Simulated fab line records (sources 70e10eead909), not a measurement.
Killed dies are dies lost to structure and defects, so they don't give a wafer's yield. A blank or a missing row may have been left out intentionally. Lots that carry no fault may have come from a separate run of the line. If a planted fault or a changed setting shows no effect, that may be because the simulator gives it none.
Chamber matching    flow nandHarc    NHARC_HYBRID_BOND_ACTIVATE_00 on rieDiel-03: 4 sister chambers
The step chemistry N2, time 60 s. 4 wafers are shown with their chamber, then 8 later ones without.

== WAFERS WITH THEIR CHAMBER ==
wafer   chamber  showerheadPlenumPTorr (Torr)
L855.5  3        1.80
L856.4  2        1.70
L858.5  0        1.63
L861.2  1        1.88

== WAFERS MISSING THEIR CHAMBER ==
wafer   showerheadPlenumPTorr (Torr)
L861.4  1.80
L861.5  1.70
L862.2  1.63
L862.3  1.80
L862.4  1.70
L873.1  1.80
L873.3  1.87
L873.6  1.63

== WHICH CHAMBER EACH WENT THROUGH ==
wafer   from the rows above  in truth
L861.4  3                    3
L861.5  2                    2
L862.2  0                    0
L862.3  3                    3
L862.4  2                    2
L873.1  3                    3
L873.3  1                    1
L873.6  0                    0
Correctly placed: 8 of 8. From these rows, 0 cannot be placed. Placed wrongly: 0.
How it was worked out, from the rows above alone: a wafer's distance from a chamber is the root of the sum, over the readings, of the square of ((its reading less the chamber's mean) divided by the reading's scatter). The wafer belongs to the nearest chamber; if the next one is less than 2 further off, it can't be placed. A chamber's mean is the mean of its shown wafers. The scatter (one wafer shown for each chamber): square how far every hidden wafer sits from the nearest shown wafer, average those squares and take the square root.
